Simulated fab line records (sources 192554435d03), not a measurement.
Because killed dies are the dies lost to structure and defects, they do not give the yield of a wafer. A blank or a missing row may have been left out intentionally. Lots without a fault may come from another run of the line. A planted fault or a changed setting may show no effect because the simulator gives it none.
Which tool did it? | flow n5_finfet | 13 lots, 35 wafers sampled, at 4 steps of a route of 1938

== WHAT EACH GAUGE READ, for each wafer ==
N5_SD_EPI_P_CD_MEAS_09: the cd target is 240 nm. Usual: cd_nm 240.4 nm, standard deviation 1.
lot  | measured    | on        | cd_nm (nm)        | flag
L417 | day 3 08:24 | cd_sem-02 | 239.7 239.4 239.9 |
L418 | day 3 12:30 | cd_sem-02 | 240.6 243.1 241.0 |
L419 | day 3 17:11 | cd_sem-02 | 240.5 240.5       |
L420 | day 4 01:06 | cd_sem-03 | 241.0 240.0 239.6 |
L422 | day 4 12:10 | cd_sem-02 | 239.5 241.0       |
L423 | day 4 16:05 | cd_sem-01 | 240.4 239.6 240.1 |
L424 | day 4 23:21 | cd_sem-03 | 240.5 240.2 240.1 |
L429 | day 6 14:23 | cd_sem-02 | 241.7 240.9       |
L435 | day 7 18:50 | cd_sem-03 | 239.8 239.0 240.3 |
L436 | day 8 00:32 | cd_sem-03 | 241.3 242.5 241.8 |
L437 | day 8 06:38 | cd_sem-02 | 239.9 238.3       |
L438 | day 8 14:51 | cd_sem-03 | 239.3 240.0 239.5 |
L439 | day 8 18:15 | cd_sem-02 | 240.8 242.1 242.2 |

N5_SDB_OVL_MEAS_12. Usual: SDB_OVL typically reads 0.4 nm, with standard deviation 0.82.
lot  | measured    | on         | SDB_OVL (nm)   | flag
L417 | day 3 21:25 | overlay-02 | -0.3 0.2 0.2   |
L418 | day 3 23:50 | overlay-01 | 1.9 1.6 1.3    |
L419 | day 4 04:50 | overlay-01 | -0.1 0.1       |
L420 | day 4 12:38 | overlay-02 | -0.8 -0.7 -0.1 |
L422 | day 5 00:00 | overlay-01 | 1.0 1.2        |
L423 | day 5 05:19 | overlay-01 | 0.0 -0.1 0.4   |
L424 | day 5 11:42 | overlay-01 | -0.4 0.6 -0.2  |
L429 | day 7 02:10 | overlay-02 | 1.4 0.6        |
L435 | day 8 06:11 | overlay-01 | 6.9 8.1 6.7    | OFF
L436 | day 8 12:16 | overlay-01 | 6.0 5.8 6.2    | OFF
L437 | day 8 18:21 | overlay-01 | -0.3 1.0       |
L438 | day 9 02:10 | overlay-02 | 0.0 0.7 -1.5   |
L439 | day 9 05:51 | overlay-01 | 0.1 -0.2 -0.9  |

== TOOL THAT RAN EACH LOT (tool first, then ch and the chambers of the sampled wafers, then the start) ==
lot  | N5_SD_ACTIVATION_RTA_00         | N5_SDB_EXPOSE_08
L417 | rtp_anneal-02 ch 0, day 3 12:28 | arfi_scanner-02 ch 0, day 3 21:16
L418 | rtp_anneal-01 ch 0, day 3 16:29 | arfi_scanner-02 ch 0, day 3 23:41
L419 | rtp_anneal-02 ch 0, day 3 21:08 | arfi_scanner-01 ch 0, day 4 04:41
L420 | rtp_anneal-01 ch 0, day 4 05:06 | arfi_scanner-03 ch 0, day 4 12:29
L422 | rtp_anneal-01 ch 0, day 4 16:05 | arfi_scanner-03 ch 0, day 4 23:50
L423 | rtp_anneal-02 ch 0, day 4 19:59 | arfi_scanner-01 ch 0, day 5 05:10
L424 | rtp_anneal-01 ch 0, day 5 03:17 | arfi_scanner-01 ch 0, day 5 11:32
L429 | rtp_anneal-02 ch 0, day 6 18:43 | arfi_scanner-01 ch 0, day 7 02:01
L435 | rtp_anneal-01 ch 0, day 7 22:42 | arfi_scanner-01 ch 0, day 8 06:02
L436 | rtp_anneal-01 ch 0, day 8 04:31 | arfi_scanner-01 ch 0, day 8 12:07
L437 | rtp_anneal-02 ch 0, day 8 10:32 | arfi_scanner-03 ch 0, day 8 18:12
L438 | rtp_anneal-01 ch 0, day 8 18:43 | arfi_scanner-03 ch 0, day 9 02:01
L439 | rtp_anneal-01 ch 0, day 8 22:21 | arfi_scanner-02 ch 0, day 9 05:42
- N5_SD_ACTIVATION_RTA_00: time 0 s.
- N5_SDB_EXPOSE_08: exposes mask SDB.

== AS READ BY THE TOOLS THEMSELVES (means over the sampled wafers that have a number; for cases with no such wafer, the mark the record gives instead) ==
N5_SD_ACTIVATION_RTA_00. Usual: lamp_power_pct 8.95 %, standard deviation 0.05; wafer_temp_C_max 975.1, standard deviation 2.
lot  | tool          | lamp_power_pct (%) | wafer_temp_C_max | flag
L417 | rtp_anneal-02 | 8.97               | 973.9            |
L418 | rtp_anneal-01 | 8.98               | 974.7            |
L419 | rtp_anneal-02 | 8.97               | 977.1            |
L420 | rtp_anneal-01 | 8.96               | 975.1            |
L422 | rtp_anneal-01 | 8.95               | 975.2            |
L423 | rtp_anneal-02 | 8.99               | 978.3            |
L424 | rtp_anneal-01 | 8.96               | 973.7            |
L429 | rtp_anneal-02 | 8.96               | 976.2            |
L435 | rtp_anneal-01 | 8.97               | 974.9            |
L436 | rtp_anneal-01 | 8.96               | 974.5            |
L437 | rtp_anneal-02 | 8.91               | 975.5            |
L438 | rtp_anneal-01 | 8.94               | 974.3            |
L439 | rtp_anneal-01 | 8.94               | 974.1            |

== THE ANSWER, worked out from the rows above alone ==
Rule: lot off if the mean of its wafers having a number is beyond 3 standard deviations from the usual mean. A lot without any number at a reading at which 4 lots or more have one is off too. All remaining lots with rows at the step are treated as sound. The gauges are gone through in route order, then the tools' own readings, and for those a lot's mean is taken as printed above. The first step at which some lot is off is used, and at that step the reading that is off furthest; a lot without a number counts as furthest.
Off: L435, L436, at N5_SDB_OVL_MEAS_12 (SDB_OVL).
If a tool, at a process step before that reading, ran all the lots that are off and no sound lot after the first of them, it fits. Gauges at N5_SDB_OVL_MEAS_12: tried the same way as those tools. One fits: N5_SDB_EXPOSE_08 on arfi_scanner-01. A fault onset in the window from L429 (day 7 02:01, its last sound lot) to L435 (day 8 06:02, its first lot off) fits.

== WHAT THE SIMULATOR HAD INSERTED ==
Scanner matching overlay: arfi_scanner-01, from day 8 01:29 on, at N5_SDB_EXPOSE_08. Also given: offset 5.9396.
Lots struck among those shown: L435, L436. The rule above found the same.
